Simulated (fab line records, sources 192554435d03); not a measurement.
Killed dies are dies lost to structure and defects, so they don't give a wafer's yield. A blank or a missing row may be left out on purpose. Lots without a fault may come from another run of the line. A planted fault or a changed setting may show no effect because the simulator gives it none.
Which tool did it? | flow n5_finfet | 11 lots, 33 wafers sampled, at 3 steps of a route of 1938

WHAT THE GAUGES READ, wafer by wafer
N5_BEOL_M8_OVL_MEAS_29.
lot  | measured     | on         | V7_OVL (nm)
L193 | day 9 05:16  | overlay-01 | 0.0 0.5 0.7
L192 | day 9 20:55  | overlay-01 | -0.4 0.1 -0.5
L194 | day 9 21:11  | overlay-02 | -0.2 -0.4 -0.7
L196 | day 10 11:41 | overlay-01 | 0.3 1.0 0.5
L198 | day 10 17:28 | overlay-01 | 0.0 0.2 0.5
L199 | day 10 22:44 | overlay-01 | 1.1 0.3 0.3
L200 | day 11 00:28 | overlay-01 | 0.2 0.6 1.1
L208 | day 13 18:41 | overlay-01 | -0.5 -1.1 0.2
L210 | day 14 11:02 | overlay-01 | 0.5 -0.1 0.0
L213 | day 14 18:28 | overlay-01 | -0.6 -0.8 0.6
L215 | day 15 04:55 | overlay-02 | -1.0 -0.6 -1.2

WHICH TOOL RAN EACH LOT (tool, then ch and the chambers of the sampled wafers, then the start)
lot  | N5_BEOL_M8_HM_DEP_02         | N5_BEOL_M8_EXPOSE_25
L193 | pvd_sputter-01, day 9 02:58  | euv_scanner-01 ch 0, day 9 05:07
L192 | pvd_sputter-03, day 9 17:16  | euv_scanner-02 ch 0, day 9 20:46
L194 | pvd_sputter-02, day 9 17:40  | euv_scanner-02 ch 0, day 9 21:01
L196 | pvd_sputter-03, day 10 09:35 | euv_scanner-01 ch 0, day 10 11:31
L198 | pvd_sputter-03, day 10 15:59 | euv_scanner-01 ch 0, day 10 17:18
L199 | pvd_sputter-01, day 10 19:34 | euv_scanner-01 ch 0, day 10 22:34
L200 | pvd_sputter-01, day 10 22:32 | euv_scanner-01 ch 0, day 11 00:17
L208 | pvd_sputter-01, day 13 14:32 | euv_scanner-02 ch 0, day 13 18:31
L210 | pvd_sputter-01, day 14 07:51 | euv_scanner-02 ch 0, day 14 10:53
L213 | pvd_sputter-02, day 14 16:57 | euv_scanner-02 ch 0, day 14 18:18
L215 | pvd_sputter-01, day 15 02:08 | euv_scanner-02 ch 0, day 15 04:44
- N5_BEOL_M8_HM_DEP_02: deposits TiN, target thk 20 nm.
- N5_BEOL_M8_EXPOSE_25: exposes mask V7, target cd 40 nm.

THE ANSWER, worked out from the rows above alone
Rule: what is usual is taken from the lots themselves. Put in order of their means at a reading, lots are off if they are a third of the lots or fewer, leave a main group of 4 or more, and stand apart from it by a gap of 3 or more times the standard deviation of the main group's means; of several such gaps the widest counts. A main group whose means are all the same, to the digits that the tables above print for the reading, isn't used. A lot without any number at a reading at which 4 lots or more have one is off too. The other lots that the step has rows for count as sound.
No lot is off at any reading shown: from this, nothing can be told.

WHAT THE SIMULATOR HAD PUT IN
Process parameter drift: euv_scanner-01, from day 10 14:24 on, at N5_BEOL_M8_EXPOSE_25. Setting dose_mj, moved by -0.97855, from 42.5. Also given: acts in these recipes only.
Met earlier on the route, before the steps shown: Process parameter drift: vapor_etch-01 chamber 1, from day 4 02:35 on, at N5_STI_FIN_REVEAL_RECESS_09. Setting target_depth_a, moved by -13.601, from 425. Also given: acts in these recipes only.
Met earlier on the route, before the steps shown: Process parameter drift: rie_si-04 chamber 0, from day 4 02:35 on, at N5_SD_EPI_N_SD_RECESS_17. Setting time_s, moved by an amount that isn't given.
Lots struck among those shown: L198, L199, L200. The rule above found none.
